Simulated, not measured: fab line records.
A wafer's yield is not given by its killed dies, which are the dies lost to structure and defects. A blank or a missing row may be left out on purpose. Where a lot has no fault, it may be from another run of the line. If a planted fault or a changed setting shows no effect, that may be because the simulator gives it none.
Struck lot and sound lot, side by side || flow n5-finfet || 35 steps out of a route of 1938
Sound: the wafers L968.1, L968.4, L968.6. Struck: wafer L984.2. (L984.1, L984.5 of the same lot were not struck and are left out.) The cause comes at the end.
Each step with rows lists, per side, the tool, then ch with its chambers, then its first start. Under that, the readings that differ: sound wafers || struck wafers || difference of the means || sigmas: that difference in standard deviations of wafers without a fault.
alike: words and numbers the same on both sides, and readings whose means are apart by under 2 such deviations; not compared: readings that were withheld, readings missing a value for some wafer, numbers with overlapping values and no deviation given by the record, and bounds like >300 which may hide the same value.
A row with sigmas, a row that says differs or no value, or rows on one side alone: a step with any of these is where the two part. Non-overlapping numbers with no deviation appear without sigmas and do not part them. Lack of a reading on every wafer of one side parts them only where that side has two or more wafers.

first, 10 steps without rows for these wafers: N5_STI_FIN_REVEAL_PRECLEAN_18 (cleans in SC2, time 45 s); N5_STI_FIN_REVEAL_SRD_28 (time 30 s); N5_DUMMY_GATE_PRECLEAN_00 (cleans in O3/DIW, time 60 s); N5_DUMMY_GATE_SRD_01 (time 30 s); N5_DUMMY_GATE_ALD_02 (deposits SiO2, target thk 2 nm, pulse time 1 s); N5_DUMMY_GATE_CVD_03 (deposits a-Si from SiH4, target thk 150 nm, time 8042 s); N5_DUMMY_GATE_PRECLEAN_46 (cleans in DIW, time 89.5 s); N5_DUMMY_GATE_SRD_47 (dry time 32 s); N5_DUMMY_GATE_CMP_04 (polishes a-Si); N5_DUMMY_GATE_HM_DEP_06 (deposits SiNx from DCS/NH3, target thk 80 nm, time 5141 s).
N5_DUMMY_GATE_PECVD_30: deposits SiO2 from TEOS/O2, target thk 55 nm, time 10.8 s.
  sound on pecvd-04 ch 0,2, day 3 16:02; struck on pecvd-04 ch 1, day 7 20:56
{"reading": "model.SiO2_of_DUMMY_GATE_PECVD_30.thk-nm (nm)", "sound": "54.8 56 55.8", "struck": 42, "difference": -14, "sigmas": ""}
then, 22 steps without rows for these wafers: N5_DUMMY_GATE_COAT_34 (time 60 s, resist thk 60 nm); N5_DUMMY_GATE_COAT_35 (time 60 s, resist thk 10 nm); N5_DUMMY_GATE_COAT_28 (time 60 s, resist thk 10 nm); N5_DUMMY_GATE_COAT_09 (resist thk 30 nm); N5_DUMMY_GATE_EBR_11; N5_DUMMY_GATE_SOFTBAKE_10 (time 60 s); N5_DUMMY_GATE_EXPOSE_12 (exposes mask GATE, target cd 25 nm); N5_DUMMY_GATE_PEB_13 (peb time 60 s); N5_DUMMY_GATE_DEVELOP_14 (develop time 30 s); N5_DUMMY_GATE_DESCUM_20 (chemistry O2, time 6.2 s); N5_DUMMY_GATE_ETCH_29 (etches underlayer in N2/H2, target depth 13 nm); N5_DUMMY_GATE_ETCH_36 (etches SiARC in CF4, target depth 13 nm); N5_DUMMY_GATE_ETCH_37 (etches SOC in N2/H2, target depth 60 nm, overetch 30 nm); N5_DUMMY_GATE_STRIP_38 (strips in N2/H2); N5_DUMMY_GATE_STRIP_39 (strips in N2/H2); N5_DUMMY_GATE_TRIM_49 (chemistry O2, time 29 s, target cd 14 nm); N5_DUMMY_GATE_STRIP_40 (strips in CF4); N5_DUMMY_GATE_ETCH_31 (etches SiO2 in C4F6/O2, target depth 82.5 nm, time 27.5 s); N5_DUMMY_GATE_STRIP_41 (strips in O2); N5_DUMMY_GATE_HM_OPEN_21 (chemistry CH3F/O2, target SiNx, target depth 120 nm, time 171.4 s); N5_DUMMY_GATE_ETCH_32 (etches SiO2 in CF4, target depth 3.5 nm, time 3.9 s); N5_DUMMY_GATE_ETCH_23 (etches poly-Si in HBr/Cl2/O2, target depth 41 nm, time 22.3 s).
N5_DUMMY_GATE_ETCH_44: etches poly-Si in HBr/O2, stops on SiO2, target depth 127.5 nm.
  sound on rie-si-02 ch 1,3, day 3 17:19; struck on rie-si-05 ch 3, day 7 22:16
{"reading": "model.SiO2_of_DUMMY_GATE_PECVD_30.thk-nm (nm)", "sound": "37.8 38.8 39.2", "struck": 25, "difference": -14, "sigmas": ""}
  alike: HBr_flow_sccm, drypump-motor-current-A, oes-product-au, throttle-valve-pct
  not compared: rf-hours-counter-h
-- here the record skips 5 days between the struck wafers' starts before and after, leaving off in module DUMMY_GATE and picking up in module BEOL_M4 (first step shown: number 1111 of the route) --
N5_BEOL_M4_RC_MEAS_101:
  sound on prober-02 ch 0, day 8 15:08; struck on prober-02 ch 0, day 12 17:49
  alike: DIBL_N, DIBL_P, IOFF_N, IOFF_P, ION_N, ION_P, SS_N, SS_P, VT_N, VT_P

## WHERE THEY PART
Nowhere in this record.

WHY: what had been put in by the simulator
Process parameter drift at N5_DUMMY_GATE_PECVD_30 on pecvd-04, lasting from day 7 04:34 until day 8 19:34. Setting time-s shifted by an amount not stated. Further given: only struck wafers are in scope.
